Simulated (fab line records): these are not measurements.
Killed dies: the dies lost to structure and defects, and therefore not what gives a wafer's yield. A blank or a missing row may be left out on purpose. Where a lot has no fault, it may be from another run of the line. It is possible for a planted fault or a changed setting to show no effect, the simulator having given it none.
Chamber matching	flow nand harc	rie diel-12 running NHARC_A_CHANNEL_FILL_D1_ETCHBACK_20: 4 sister chambers
The step etches the open film in C4F8/O2/Ar, target depth 27 nm, time 13.5 s. 8 wafers are shown with their chamber, then 12 later ones without.

EACH WAFER AND ITS CHAMBER
wafer	chamber	rf vpp V (V)	oes product au (a.u.)
L085.3	1	985	1.01
L088.2	0	980	0.97
L088.4	1	984	0.98
L086.5	3	973	0.98
L086.6	0	980	0.97
L093.1	3	974	0.92
L093.4	2	976	0.93
L093.5	2	976	0.92

WAFERS WHOSE CHAMBER IS MISSING
wafer	rf vpp V (V)	oes product au (a.u.)
L092.1	975	0.93
L092.3	985	0.93
L092.4	974	0.92
L094.2	975	1.00
L094.4	972	0.92
L094.6	976	1.01
L097.1	981	0.91
L097.2	985	0.93
L097.5	972	0.92
L096.1	975	0.91
L096.5	976	0.91
L096.6	974	0.92

CHAMBER TAKEN BY EACH
wafer	from the rows above	in truth
L092.1	can't be placed: 2 or 3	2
L092.3	1	1
L092.4	3	3
L094.2	can't be placed: 3 or 2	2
L094.4	3	3
L094.6	2	2
L097.1	0	0
L097.2	1	1
L097.5	3	3
L096.1	can't be placed: 2 or 3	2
L096.5	2	2
L096.6	3	3
Correctly placed: 9 of 12. These rows do not allow placing 3 (true chamber among the candidates in 3). Wrongly placed: 0.
How it was worked out, from the rows above alone: a wafer's distance from a chamber is the root of the sum, over the readings, of the square of ((its reading less the chamber's mean) divided by the reading's scatter). If the next closest chamber is less than 2 further off than the closest, the wafer can't be placed; otherwise it belongs to the closest. The mean given for a chamber averages the wafers shown for that chamber. The scatter: take each reading less its chamber's mean, square it, sum over the shown wafers, divide by the number of wafers less the number of chambers, and take the root.
